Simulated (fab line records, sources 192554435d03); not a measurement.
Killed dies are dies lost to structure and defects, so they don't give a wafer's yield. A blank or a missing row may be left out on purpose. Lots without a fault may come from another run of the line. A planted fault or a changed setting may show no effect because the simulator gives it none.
fab line records | flow n5_finfet
record lots=4 wafers=12 last_day=18
route steps=1938 shown BEOL_M12@1627 BEOL_M13@1659 BEOL_M15@1830 PASSIVATION@1936
lots that met no fault: from a run of the same line without faults
start_h: hours from the record's first day to the start of the lot's first wafer shown | wait_h: hours since the lot's step before | " the same as in the row above | L1.1+2: a row that stands for several wafers | - no value, or no start given | * or withheld: withheld | < > ~ a bound
route shown NAME@n: a module of which the file shows steps, and the number in the route of the first | usual: mean/standard deviation of fault-free wafers | same: alike in all rows | chamber/n: place in a boat | sites: the reading at each site | _std_site: their standard deviation | _edge_site: outer sites' mean less inner sites' | radius_mm: how far each site lies from the wafer's centre | mask NAME#n: copy n | behind: the tool/chamber that last shaped the wafer | hold: why the lot was held/for how many hours/how that ended | device: the transistor (n, p or np) that didn't switch | end of line: the same wafers' tests at the end of the route | a step without rows: its recipe alone | killed: dies lost to structure and defects at the first sort, not the wafer's yield | map: a wafer's dies, x killed, . not, _ none there
set.NAME: the setting as run; set.NAME@STEP: as run at that earlier step | model.NAME: the simulator's own value behind a step, which no gauge read
lots at some steps of the route; a table a step, a row a wafer
services: from which hour (start_h, from the record's first day; less than 0 if before it) a tool's chamber was out of use, for how many hours, and why
## steps
# step N5_BEOL_M12_SOFTBAKE_23
# recipe temp_c=130 time_s=60
# step N5_BEOL_M12_EXPOSE_25
# recipe mask_id=M12 na=0.93 source_shape=conventional sigma_outer=0.4 polarization=unpolarized dose_mj=21.8
# step N5_BEOL_M12_PEB_26
# recipe peb_temp_c=130 peb_time_s=90
# step N5_BEOL_M12_DEVELOP_27
# recipe develop_time_s=45 rinse_liquid=diw dry=air_spin dev_temp_c=21
# step N5_BEOL_M12_HARDBAKE_32
# recipe temp_c=130 time_s=120
# step N5_BEOL_M12_DESCUM_33
# recipe chemistry=O2 time_s=7.9 source_power_w=50 bias_power_w=20 pressure_mtorr=20 rf_frequency_hz=2.712e+07 temp_c=40 o2_flow_sccm=225
# step N5_BEOL_M12_ETCH_67
# recipe chemistry=CF4 target=SiARC target_depth_a=1430 time_s=238.3 ion_energy_ev=80 pressure_mtorr=40 source_w=545 bias_w=36 Ar_flow_sccm=100 cf4_flow_sccm=100 ends=cleared
# step N5_BEOL_M12_ETCH_68
# recipe chemistry=N2/H2 target=SOC mask_material=SiARC source_w=3000 bias_w=350 temp_c=40 time_s=285 ion_energy_ev=200 pressure_mtorr=30 n2_flow_sccm=200 h2_flow_sccm=200
# step N5_BEOL_M12_STRIP_69
# recipe chemistry=N2/H2 temp_c=40 n2_flow_sccm=200 h2_flow_sccm=200 rf_frequency_hz=6e+07
# step N5_BEOL_M12_TRENCH_ETCH_34
# recipe chemistry=C4F8/O2/Ar target=SiOC target_depth_a=3189.5 mask_material=SOC pressure_mtorr=30 source_w=3000 bias_w=700 Ar_flow_sccm=400 C4F8_flow_sccm=15 O2_flow_sccm=8 he_inner_torr=15 he_outer_torr=30 time_s=125.5 ion_energy_ev=250
# usual O2_flow_sccm=7.998/0.024 drypump_motor_current_A=5.9/0.39 oes_product_au=0.83/0.1 rf_vpp_V=664.0/2.9 showerhead_plenum_p_Torr=3.36/0.1 throttle_valve_pct=24.11/0.22
# columns lot.wafer tool chamber start_h wait_h O2_flow_sccm drypump_motor_current_A oes_product_au rf_hours_counter_h rf_vpp_V showerhead_plenum_p_Torr throttle_valve_pct model.etch.depth_nm
L778.2 rie_diel-05 2 245.44 0.0 8.004 5.5 0.88 40 663.7 3.34 23.90 323.4
L778.4 " 3 " " 7.991 6.5 0.68 226 667.4 3.52 24.54 320.7
L778.6 " 3 " " 8.000 6.5 0.69 - 668.9 3.52 24.53 321.7
L790.2 rie_diel-05 2 333.10 0.0 7.994 5.5 0.83 77 663.3 3.32 23.96 322.7
L790.3 " 1 " " 8.003 5.1 0.94 17 665.9 3.49 24.22 325.3
L790.6 " 0 " " 8.020 5.8 0.94 - 666.4 3.48 23.74 360.1
L795.3 rie_diel-05 2 351.16 0.0 8.006 5.5 0.83 83 663.0 3.32 23.96 322.1
L795.4 " 0 " " 7.991 5.8 0.92 31 667.4 3.48 23.76 355.4
L795.5 " 0 " " 8.030 5.8 0.92 - 666.2 3.48 23.75 356
L800.2 rie_diel-02 0 389.98 0.0 7.992 6.4 0.69 225 656.3 3.13 24.41 316.7
L800.4 " 3 " " 7.970 6.0 0.75 - 662.5 3.27 24.30 315.7
L800.6 " 2 " " 7.954 5.8 0.82 - 661.8 3.32 24.17 320.5
# step N5_BEOL_M12_STRIP_70
# recipe chemistry=C4F8/O2/Ar resist=SiARC rf_frequency_hz=6e+07
# step N5_BEOL_M12_OCD_MEAS_35
# usual trench_depth_nm=321/3.9
# columns lot.wafer tool chamber start_h wait_h trench_depth_nm
L778.2 ocd-01 - 245.59 0.0 323
L778.4 " - " " 320
L778.6 " - " " 321
L790.2 ocd-01 - 333.25 0.0 322
L790.3 " - " " 325
L790.6 " - " " 360
L795.3 ocd-01 - 351.32 0.0 322
L795.4 " - " " 355
L795.5 " - " " 355
L800.2 ocd-02 - 390.14 0.0 317
L800.4 " - " " 316
L800.6 " - " " 321
# step N5_BEOL_M12_STRIP_37
# recipe chemistry=N2/H2 power_w=1000 temp_c=250 h2_frac=0.65 overash_fraction=0.3 pressure_mtorr=withheld n2_flow_sccm=1750 h2_flow_sccm=3250
# step N5_BEOL_M12_ETCH_38
# recipe chemistry=CF4/N2 target=SiCN target_depth_a=687 taper_deg=2 time_s=73.4 ion_energy_ev=150 mask_material=SiO2 pressure_mtorr=40 source_w=430 bias_w=70 Ar_flow_sccm=100 cf4_flow_sccm=60 n2_flow_sccm=60
# step N5_BEOL_M12_PRECLEAN_39
# recipe chemistry=residue_remover time_s=60 temp_c=40
# step N5_BEOL_M12_SRD_40
# recipe time_s=30 temp_c=23 rinse_liquid=diw dry=n2_spin spin_rpm=1500 dry_time_s=30
# step N5_BEOL_M12_DEGAS_41
# recipe ambient=vacuum temp_c=250 time_s=60
# step N5_BEOL_M12_PRE_CLEAN_42
# recipe gas=H2/He time_s=30 temp_c=250
# step N5_BEOL_M12_SPUTTER_43
# recipe material=TaN target_thk_a=150 temp_c=50 bias_v=168.6 power_w=15000 chamber_pressure_pa=0.12 time_s=24.19
# step N5_BEOL_M12_SPUTTER_44
# recipe material=Ta target_thk_a=100 temp_c=50 bias_v=80 power_w=15000 chamber_pressure_pa=0.07 time_s=16.13
# step N5_BEOL_M12_SPUTTER_45
# recipe material=Cu target_thk_a=800 temp_c=-20 bias_v=60 power_w=26000 chamber_pressure_pa=0.13 time_s=13.33
# step N5_BEOL_M12_ECD_47
# recipe material=Cu target_thk_a=7200
# step N5_BEOL_M12_ANNEAL_48
# recipe temp_c=225 time_s=90 ambient=N2
# step N5_BEOL_M12_CMP_49
# recipe stop_on=SiOC t_overpolish_s=20.6 down_force_psi=1 platen_rpm=50 clearing_platen_down_force_psi=1.5 clearing_platen_rpm=50 post_cmp_clean=cu_alkaline target_thk_nm=320 clearing_platen_pad_velocity_m_s=0.99484 pad_velocity_m_s=0.99484
# usual barrier_field_endpoint_s=30.8/0.8 motor_current_A=6.3/0.57 overpolish_run_s=20.600/0.009 platen_rpm=50.00/0.032
# columns lot.wafer tool chamber start_h wait_h barrier_field_endpoint_s motor_current_A overpolish_run_s platen_rpm model.Cu_of_BEOL_M12_ECD_47.thk_nm
L778.2 cmp-03 0 249.92 0.2 31.1 6.1 20.602 50.01 324.8
L778.4 " 2 " " 30.5 6.2 20.608 50.00 322
L778.6 " 1 " " 30.8 6.8 20.597 50.00 323.4
L790.3 cmp-01 1 336.24 0.2 31.1 5.4 20.604 50.00 326.4
L790.2 " 3 " " 31.2 5.5 20.594 49.99 324.6
L790.6 " 1 " " 30.1 5.9 20.599 49.99 362.4
L795.4 cmp-03 0 358.77 0.2 31.8 5.9 20.607 49.96 357.4
L795.3 " 2 " " 30.3 6.2 20.604 50.02 323.4
L795.5 " 3 " " 29.8 7.2 20.620 49.97 358.2
L800.4 cmp-04 0 393.18 0.2 32.2 6.4 20.594 50.01 316.8
L800.2 " 1 " " 31.2 7.0 20.607 50.02 318
L800.6 " 3 " " 29.6 5.9 20.595 49.98 321.4
# step N5_BEOL_M12_THK_MEAS_50
# recipe thk_meas_gauge=xrf reads=Cu_of_BEOL_M12_ECD_47
# usual M12_THK=319/4.3
# columns lot.wafer tool chamber start_h wait_h M12_THK[nm]
L778.2 film_metro-01 - 250.22 - 322
L778.4 " - " " 319
L778.6 " - " " 321
L790.2 film_metro-02 - 336.50 - 317
L790.3 " - " " 319
L790.6 " - " " 353
L795.3 film_metro-01 - 359.02 - 319
L795.4 " - " " 351
L795.5 " - " " 352
L800.2 film_metro-02 - 393.40 - 314
L800.4 " - " " 314
L800.6 " - " " 319
# step N5_BEOL_M12_PRE_CLEAN_52
# recipe gas=NH3 time_s=15 temp_c=withheld rf_power_w=300
# step N5_BEOL_M12_DEP_53
# recipe material=SiCN target_thk_a=300 temp_c=withheld precursor=3MS/NH3 pressure_torr=3 rf_w=675 time_s=10.5
# step N5_BEOL_M12_RS_MEAS_54
# recipe thk_meas_gauge=four-point-probe reads=Cu_of_BEOL_M12_ECD_47+Ta_of_BEOL_M12_SPUTTER_44+TaN_of_BEOL_M12_SPUTTER_43
# usual M12_RS=0.0595/0.00078
# columns lot.wafer tool chamber start_h wait_h M12_RS[ohm/sq]
L778.2 film_metro-01 - 250.34 0.0 0.0591
L778.4 " - " " 0.0596
L778.6 " - " " 0.0592
L790.2 film_metro-01 - 336.65 0.1 0.0590
L790.3 " - " " 0.0586
L790.6 " - " " 0.0526
L795.3 film_metro-01 - 359.15 0.0 0.0594
L795.4 " - " " 0.0533
L795.5 " - " " 0.0533
L800.2 film_metro-02 - 393.56 0.1 0.0604
L800.4 " - " " 0.0608
L800.6 " - " " 0.0598
# step N5_BEOL_M13_ILD_DEP_00
# recipe material=SiOC target_thk_a=8379.2 temp_c=350 precursor=DEMS/O2 pressure_torr=5 rf_w=500 time_s=166.4
# step N5_BEOL_M13_COAT_58
# recipe resist=BARC temp_c=205 time_s=60 spin_rpm=1500 resist_thk_nm=89
# step N5_BEOL_M13_COAT_04
# recipe spin_rpm=1625 resist_thk_nm=400
# step N5_BEOL_M13_EBR_06
# recipe solvent=PGMEA ebr_width_mm=1.5
# step N5_BEOL_M13_SOFTBAKE_05
# recipe temp_c=130 time_s=60
# step N5_BEOL_M13_EXPOSE_07
# recipe mask_id=V12 na=0.93 source_shape=conventional sigma_outer=0.6 polarization=unpolarized attpsm_phase_deg=180 dose_mj=24.8
# step N5_BEOL_M13_PEB_08
# recipe peb_temp_c=130 peb_time_s=90
# step N5_BEOL_M13_DEVELOP_09
# recipe develop_time_s=45 rinse_liquid=diw dry=air_spin dev_temp_c=21
# step N5_BEOL_M13_HARDBAKE_14
# recipe temp_c=130 time_s=120
# step N5_BEOL_M15_RC_MEAS_101
# usual COMB_M10=1.5e-11/3.9e-12 COMB_M11=1.4e-11/3.3e-12 COMB_M12=5.9e-12/1.4e-12 COMB_M12_max_site=8.7e-12/2.2e-12 COMB_M13=4.6e-12/1.1e-12 COMB_M14=3.4e-12/8.9e-13 COMB_M15=2.1e-12/7.4e-13 COMB_M5=3.6e-11/6.7e-12 COMB_M6=2.5e-11/5.9e-12 COMB_M7=2.5e-11/4.5e-12 COMB_M8=2.5e-11/4.7e-12 COMB_M9=1.4e-11/3.3e-12 SERP_M10=3.04/0.084 SERP_M11=3.07/0.085 SERP_M12=0.633/0.016 SERP_M12_max_site=0.646/0.016 SERP_M13=0.309/0.0058 SERP_M14=0.159/0.0042 SERP_M14_max_site=0.160/0.0044 SERP_M5=39.2/2 SERP_M6=13.7/0.54 SERP_M7=13.9/0.51 SERP_M8=13.5/0.49 SERP_M9=3.09/0.087
# columns lot.wafer tool chamber start_h wait_h COMB_M10[S/m] COMB_M11[S/m] COMB_M12[S/m] COMB_M12_max_site[S/m] COMB_M13[S/m] COMB_M14[S/m] COMB_M15[S/m] COMB_M5[S/m] COMB_M6[S/m] COMB_M7[S/m] COMB_M8[S/m] COMB_M9[S/m] SERP_M10[ohm/um] SERP_M11[ohm/um] SERP_M12[ohm/um] SERP_M12_max_site[ohm/um] SERP_M13[ohm/um] SERP_M14[ohm/um] SERP_M14_max_site[ohm/um] SERP_M5[ohm/um] SERP_M6[ohm/um] SERP_M7[ohm/um] SERP_M8[ohm/um] SERP_M9[ohm/um]
L778.2 prober-01 0 272.48 0.4 1.1e-11 1.4e-11 3.9e-12 4.6e-12 4.2e-12 2.6e-12 2.5e-12 3.9e-11 3.2e-11 3e-11 2.6e-11 1.1e-11 3.05 3.17 0.613 0.629 0.312 0.154 0.155 36.8 12.6 14.1 14.0 3.01
L778.4 " 0 " " 1.3e-11 1.3e-11 5.1e-12 7.1e-12 6.3e-12 4e-12 1.6e-12 3.4e-11 2.4e-11 2.5e-11 2.8e-11 1e-11 3.10 2.98 0.612 0.624 0.310 0.166 0.168 37.2 14.3 14.2 14.5 3.05
L778.6 " 0 " " 1.2e-11 1.3e-11 4.5e-12 6.2e-12 4.2e-12 2.5e-12 2e-12 3e-11 2e-11 3.1e-11 1.6e-11 1.2e-11 3.11 3.06 0.639 0.649 0.315 0.158 0.158 38.3 13.7 14.2 14.2 3.14
L790.2 prober-01 0 364.74 0.2 1.3e-11 1.3e-11 5.6e-12 8.8e-12 4.6e-12 2.8e-12 1.7e-12 3.5e-11 2.9e-11 3.5e-11 2.2e-11 1.1e-11 2.97 2.90 0.637 0.650 0.306 0.154 0.155 41.4 15.2 13.7 12.5 3.07
L790.3 " 0 " " 1.6e-11 2e-11 6e-12 8.2e-12 4.9e-12 3.1e-12 1.1e-12 4.4e-11 1.7e-11 2.8e-11 2.3e-11 1.2e-11 2.99 3.08 0.616 0.624 0.313 0.156 0.158 38.9 14.3 13.3 13.5 3.15
L790.6 " 0 " " 1.3e-11 1.2e-11 4.7e-12 7.2e-12 4.5e-12 3.6e-12 2.1e-12 2.8e-11 4.3e-11 1.8e-11 2.6e-11 1.1e-11 3.13 3.05 0.537 0.546 0.317 0.160 0.161 39.7 13.3 13.8 13.3 3.01
L795.3 prober-01 0 377.35 0.3 1.1e-11 1.3e-11 6.5e-12 8.2e-12 4e-12 4.2e-12 1e-12 3.1e-11 2.4e-11 2.9e-11 2.6e-11 1.6e-11 2.99 3.01 0.631 0.638 0.320 0.155 0.157 40.3 13.2 13.4 12.9 3.24
L795.4 " 0 " " 1.5e-11 2.1e-11 5.3e-12 7.7e-12 4.7e-12 2.9e-12 2e-12 4.9e-11 2.8e-11 2.4e-11 2.1e-11 1.2e-11 2.96 3.02 0.559 0.575 0.307 0.153 0.154 39.3 14.0 13.9 12.7 2.88
L795.5 " 0 " " 9e-12 1.5e-11 5.8e-12 8.3e-12 3.5e-12 3.4e-12 1.2e-12 2.5e-11 1.9e-11 2.3e-11 1.9e-11 1e-11 2.94 3.00 0.555 0.567 0.311 0.157 0.158 40.4 13.7 14.1 13.0 3.23
L800.2 prober-01 0 416.51 0.2 1.2e-11 1.1e-11 6e-12 7.2e-12 7.5e-12 3e-12 1.8e-12 3.9e-11 4e-11 2.9e-11 2.2e-11 1e-11 3.00 3.16 0.634 0.641 0.313 0.160 0.161 32.6 13.7 14.2 13.2 3.16
L800.4 " 0 " " 1.4e-11 1.1e-11 3.7e-12 5.3e-12 5e-12 2.2e-12 2.4e-12 3.2e-11 3.4e-11 2.2e-11 2.1e-11 1e-11 2.87 3.10 0.663 0.667 0.305 0.159 0.161 34.2 14.3 13.6 13.3 3.12
L800.6 " 0 " " 1e-11 1.6e-11 4.1e-12 5.3e-12 3.9e-12 2.7e-12 1e-12 3.9e-11 3.3e-11 2.9e-11 3.5e-11 9e-12 2.92 3.24 0.649 0.669 0.312 0.163 0.164 31.0 13.2 14.1 12.9 3.12
# sites SERP_M12 radius_mm=0,75,75,75,75,140,140,140,140
L778.2 0.611 0.620 0.629 0.606 0.614 0.619 0.610 0.613 0.611
L790.2 0.637 0.635 0.630 0.649 0.635 0.638 0.646 0.650 0.626
L795.3 0.631 0.628 0.638 0.635 0.632 0.630 0.635 0.625 0.624
L800.2 0.625 0.629 0.637 0.638 0.623 0.640 0.630 0.641 0.634
# step N5_PASSIVATION_PROBE_49
# usual defect_limited_yield=91.3/1.3 killed_at_M0_to_M3=35/9.3 killed_at_M4_up=14/5.2 killed_at_contacts=12/5.9 killed_at_front_end=38/11 killed_at_other=4/3.7 killed_dies=103/15 killed_on_rim=14/4 killed_open=67/12 killed_short=34/8 sort_bin_5_function=5.1/0.88 sort_bin_6_memory=3.3/0.65 sort_n_pass=1077/15 sort_yield_pct=91.3/1.3
# same gross_dies=1180 killed_at_back_side=0 sort_bin_4_leakage[%]=0 sort_bin_8_speed[%]=0
# columns lot.wafer tool chamber start_h wait_h defect_limited_yield[%] killed_at_M0_to_M3 killed_at_M4_up killed_at_contacts killed_at_front_end killed_at_other killed_dies killed_on_rim killed_open killed_short sort_bin_5_function[%] sort_bin_6_memory[%] sort_n_pass sort_yield_pct[%]
L778.2 prober-01 - 285.46 0.5 90.8 42 15 7 44 1 109 12 71 37 5.9 2.7 1071 90.8
L778.4 prober-01 - 285.56 0.6 92.7 39 10 14 19 4 86 11 55 30 4.2 2.9 1094 92.7
L778.6 prober-01 - 285.66 0.7 90.3 60 8 12 32 2 114 13 67 45 5.8 3.6 1066 90.3
L790.2 prober-01 - 380.65 0.1 92.8 28 5 2 47 3 85 7 66 19 3.6 3.4 1095 92.8
L790.3 prober-01 - 380.70 0.1 90.6 41 12 8 48 2 111 19 75 36 5.5 3.5 1069 90.6
L790.6 prober-01 - 380.85 0.3 89.8 39 13 5 60 3 120 18 87 33 5.0 4.8 1060 89.8
L800.2 prober-02 - 430.80 0.1 92.1 51 19 9 14 0 93 9 71 22 5.3 2.5 1087 92.1
L800.4 prober-02 - 430.90 0.2 91.2 39 26 10 25 4 104 12 69 35 5.7 3.1 1076 91.2
L800.6 prober-02 - 431.00 0.3 91.3 40 23 8 32 0 103 13 61 39 4.9 3.4 1077 91.3
# killed by level:class
L778.2 BEOL_M3:geometric_particle:open=15 FIN_SAQP:geometric_particle:short=11 FIN_SAQP:geometric_particle:open=10 BEOL_M0_SAQP:geometric_particle:short=10 BEOL_M0_SAQP:geometric_particle:open=8 STI_FIN_REVEAL:geometric_particle:open=6 MOL_CONTACT_COAG:geometric_particle:open=6 STARTING-WAFER:geometric_particle:open=5
L778.4 BEOL_M3:geometric_particle:open=15 MOL_CONTACT_COAG:geometric_particle:open=12 BEOL_M0_SAQP:geometric_particle:open=11 BEOL_M0_SAQP:geometric_particle:short=8 FIN_SAQP:geometric_particle:open=5 FIN_SAQP:geometric_particle:short=4 GATE_CUT:geometric_particle:short=3 STI_FIN_REVEAL:geometric_particle:open=2
L778.6 BEOL_M0_SAQP:geometric_particle:open=20 BEOL_M0_SAQP:geometric_particle:short=18 BEOL_M3:geometric_particle:open=12 MOL_CONTACT_COAG:geometric_particle:open=8 GATE_CUT:geometric_particle:short=6 STI_FIN_REVEAL:geometric_particle:open=5 FIN_SAQP:geometric_particle:open=4 FIN_SAQP:geometric_particle:short=4
L790.2 STI_FIN_REVEAL:geometric_particle:open=12 DUMMY_GATE:geometric_particle:open=11 FIN_SAQP:geometric_particle:open=9 BEOL_M3:geometric_particle:open=8 BEOL_M2:geometric_particle:open=6 BEOL_M1:geometric_particle:open=4 ILD0:geometric_particle:open=3 GATE_CUT:geometric_particle:short=3
L790.3 BEOL_M2:geometric_particle:open=13 STI_FIN_REVEAL:geometric_particle:open=11 BEOL_M0_SAQP:geometric_particle:short=11 FIN_SAQP:geometric_particle:open=8 MOL_CONTACT_COAG:geometric_particle:open=7 BEOL_M1:geometric_particle:open=7 FIN_SAQP:geometric_particle:short=6 BEOL_M0_SAQP:geometric_particle:open=6
L790.6 STI_FIN_REVEAL:geometric_particle:open=21 BEOL_M3:geometric_particle:open=16 BEOL_M2:geometric_particle:open=11 BEOL_M4:geometric_particle:open=8 FIN_SAQP:geometric_particle:short=7 FIN_SAQP:geometric_particle:open=6 DUMMY_GATE:geometric_particle:open=6 MOL_CONTACT_COAG:geometric_particle:open=5
L800.2 BEOL_M3:geometric_particle:open=18 BEOL_M2:geometric_particle:open=13 MOL_CONTACT_COAG:geometric_particle:open=9 BEOL_M4:geometric_particle:open=7 BEOL_M1:geometric_particle:open=5 BEOL_M0_SAQP:geometric_particle:open=4 BEOL_M4:geometric_particle:short=4 STARTING-WAFER:geometric_particle:open=4
L800.4 STI_FIN_REVEAL:geometric_particle:open=10 BEOL_M1:geometric_particle:open=10 BEOL_M0_SAQP:geometric_particle:short=7 MOL_CONTACT_COAG:geometric_particle:open=7 BEOL_M2:geometric_particle:short=6 BEOL_M4:geometric_particle:open=6 BEOL_M7:geometric_particle:open=6 BEOL_M0_SAQP:geometric_particle:open=5
L800.6 BEOL_M4:geometric_particle:open=12 BEOL_M2:geometric_particle:open=8 BEOL_M0_SAQP:geometric_particle:short=8 BEOL_M3:geometric_particle:open=7 MOL_CONTACT_COAG:geometric_particle:open=6 STI_FIN_REVEAL:geometric_particle:short=5 BEOL_M3:geometric_particle:short=5 FIN_SAQP:geometric_particle:open=4
## services
# columns tool chamber start_h hours kind
rie_diel-05 3 253.97 1.8 repair
rie_diel-05 0 257.65 - clean
rie_diel-05 0 257.65 - consumable_replace:focus_ring
rie_diel-05 0 257.65 22.0 scheduled_down
rie_diel-05 0 257.65 22.0 vent_cycle
rie_diel-02 1 259.41 3.0 repair
cmp-03 - 266.47 0.5 repair
rie_diel-02 0 272.35 6.4 repair
cmp-04 - 273.88 2.7 repair
cmp-01 - 276.31 4.0 pm
rie_diel-05 1 279.73 - clean
rie_diel-05 1 279.73 - consumable_replace:focus_ring
rie_diel-05 1 279.73 13.1 scheduled_down
rie_diel-05 1 279.73 13.1 vent_cycle
rie_diel-05 3 304.19 - clean
rie_diel-05 3 304.19 - consumable_replace:focus_ring
rie_diel-05 3 304.19 26.9 scheduled_down
cmp-03 - 305.50 4.0 pm
rie_diel-05 2 335.38 4.5 repair
rie_diel-02 1 349.06 28.8 repair
cmp-04 - 377.73 5.4 pm
cmp-01 - 381.76 11.9 pm
cmp-03 - 384.00 0.4 repair
rie_diel-05 1 385.92 10.7 repair
## key
first_sign step=N5_BEOL_M12_OCD_MEAS_35 reading=trench_depth_nm direction=up sigmas=9.1 usual=321 struck=357
effect step=N5_BEOL_M12_THK_MEAS_50 reading=M12_THK direction=up sigmas=7.6 usual=319 struck=352
effect step=N5_BEOL_M12_RS_MEAS_54 reading=M12_RS direction=down sigmas=8.2 usual=0.0595 struck=0.0531
effect step=N5_BEOL_M15_RC_MEAS_101 reading=SERP_M12 direction=down sigmas=5.2 usual=0.633 struck=0.550
model_effect step=N5_BEOL_M12_TRENCH_ETCH_34 value=etch.depth_nm without=323 struck=357.2
model_effect step=N5_BEOL_M12_CMP_49 value=Cu_of_BEOL_M12_ECD_47.thk_nm without=325.1 struck=359.3
met_at N5_BEOL_M12_TRENCH_ETCH_34
struck_wafers L790.6,L795.4,L795.5
fault kind=process_parameter_drift tool=rie_diel-05 chamber=0 onset_h=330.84 steps=N5_BEOL_M12_TRENCH_ETCH_34 channel=time_s offset=* shape=step end_h=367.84 acts_in=* stated=*
